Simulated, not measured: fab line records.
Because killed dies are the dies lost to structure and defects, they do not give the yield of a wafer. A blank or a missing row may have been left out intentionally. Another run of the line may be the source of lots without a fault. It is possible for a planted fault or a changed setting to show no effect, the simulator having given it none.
Chamber matching + flow n5 finfet + N5_HKMG_FIN_NWFM_ALD_20 on ald metal-02: 4 sister chambers
The step deposits TiAlC, target thk 2 nm, pulse time 3 s, purge time 2 s. 4 wafers are shown with their chamber, then 9 later ones without.

## WAFERS PAIRED WITH THEIR CHAMBERS
| wafer  | chamber | heater power w (W) |
|--------|---------|--------------------|
| L086.4 | 2       | 483                |
| L088.2 | 1       | 523                |
| L088.3 | 0       | 575                |
| L088.6 | 3       | 490                |

## WAFERS WITHOUT THEIR CHAMBER
| wafer  | heater power w (W) |
|--------|--------------------|
| L089.2 | 490                |
| L089.3 | 490                |
| L089.5 | 570                |
| L094.1 | 491                |
| L094.3 | 575                |
| L094.4 | 549                |
| L096.2 | 569                |
| L096.5 | 576                |
| L096.6 | 581                |

## THE CHAMBER EACH PASSED THROUGH
| wafer  | from the rows above     | in truth |
|--------|-------------------------|----------|
| L089.2 | can't be placed: 3 or 2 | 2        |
| L089.3 | can't be placed: 3 or 2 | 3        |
| L089.5 | 0                       | 0        |
| L094.1 | can't be placed: 3 or 2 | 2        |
| L094.3 | 0                       | 0        |
| L094.4 | can't be placed: 0 or 1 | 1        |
| L096.2 | 0                       | 0        |
| L096.5 | 0                       | 0        |
| L096.6 | 0                       | 0        |
5 of 9 placed correctly. Unplaceable from these rows: 4, with the true chamber sitting among the candidates in 4. 0 placed wrongly.
How it was worked out, from the rows above alone: a wafer's distance from a chamber is the root of the sum, over the readings, of the square of ((its reading less the chamber's mean) divided by the reading's scatter). The wafer belongs to the nearest chamber; if the next one is less than 2 further off, it can't be placed. A chamber's mean is the mean of its shown wafers. The scatter (one wafer shown for each chamber): square how far every hidden wafer sits from the nearest shown wafer, average those squares and take the square root.
